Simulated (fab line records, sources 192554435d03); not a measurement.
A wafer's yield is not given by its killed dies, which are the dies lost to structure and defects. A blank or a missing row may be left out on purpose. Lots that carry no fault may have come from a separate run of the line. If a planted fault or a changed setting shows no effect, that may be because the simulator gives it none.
Matching of chambers + flow n5 finfet + N5_MOL_CONTACT_COAG_ETCH_90 on rie diel-04 has 4 sister chambers
The step etches SiARC in CF4, target depth 13 nm, time 21.7 s. 14 wafers are shown with their chamber, then 6 later ones without.

WAFERS WITH THEIR CHAMBER
| wafer  | chamber | throttle valve pct (%) | showerhead plenum p Torr (Torr) | drypump motor current A (A) |
|--------|---------|------------------------|---------------------------------|-----------------------------|
| L392.3 | 0       | 16.03                  | 2.12                            | 5.4                         |
| L392.4 | 1       | 15.60                  | 2.02                            | 5.3                         |
| L392.5 | 0       | 16.04                  | 2.12                            | 5.5                         |
| L393.2 | 2       | 15.37                  | 2.06                            | 5.3                         |
| L393.4 | 3       | 15.93                  | 2.24                            | 4.9                         |
| L393.6 | 1       | 15.60                  | 2.02                            | 5.4                         |
| L394.2 | 0       | 16.03                  | 2.12                            | 5.5                         |
| L394.5 | 3       | 15.94                  | 2.24                            | 4.8                         |
| L394.6 | 0       | 16.05                  | 2.12                            | 5.4                         |
| L395.1 | 1       | 15.61                  | 2.01                            | 5.3                         |
| L395.2 | 0       | 16.04                  | 2.12                            | 5.4                         |
| L395.5 | 1       | 15.62                  | 2.01                            | 5.3                         |
| L397.4 | 0       | 16.06                  | 2.12                            | 5.4                         |
| L397.5 | 2       | 15.38                  | 2.05                            | 5.3                         |

SIGNATURES (means of the wafers above)
| reading                  | chamber 0 | chamber 1 | chamber 2 | chamber 3 | scatter within a chamber |
|--------------------------|-----------|-----------|-----------|-----------|--------------------------|
| throttle valve pct       | 16.0417   | 15.6075   | 15.3750   | 15.9350   | 0.0103                   |
| showerhead plenum p Torr | 2.1200    | 2.0150    | 2.0550    | 2.2400    | 0.00387                  |
| drypump motor current A  | 5.433     | 5.325     | 5.300     | 4.850     | 0.0508                   |
Rule: distance of a wafer from a chamber = root of the sum over the readings of ((wafer's reading minus chamber's mean) / reading's scatter) squared. If the next closest chamber is less than 2 further off than the closest, the wafer can't be placed; otherwise it belongs to the closest. How the scatter is found: for the shown wafers, subtract from each reading the mean of its chamber, square and add these, divide the total by (wafers less chambers), then take the root.

WAFERS MISSING THEIR CHAMBER
| wafer  | throttle valve pct (%) | showerhead plenum p Torr (Torr) | drypump motor current A (A) |
|--------|------------------------|---------------------------------|-----------------------------|
| L398.1 | 16.06                  | 2.12                            | 5.5                         |
| L398.3 | 15.37                  | 2.05                            | 5.3                         |
| L398.5 | 15.39                  | 2.05                            | 5.3                         |
| L414.3 | 15.24                  | 2.25                            | 5.3                         |
| L414.5 | 16.04                  | 2.22                            | 4.9                         |
| L414.6 | 15.46                  | 2.04                            | 5.3                         |

CHAMBER TAKEN BY EACH
| wafer  | from the rows above | in truth                   |
|--------|---------------------|----------------------------|
| L398.1 | 0                   | 0                          |
| L398.3 | 2                   | 2                          |
| L398.5 | 2                   | 2                          |
| L414.3 | 2                   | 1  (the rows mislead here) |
| L414.5 | 3                   | 3                          |
| L414.6 | 2                   | 2                          |
Correctly placed: 5 of 6. Left unplaced by these rows: 0. 1 placed wrongly.
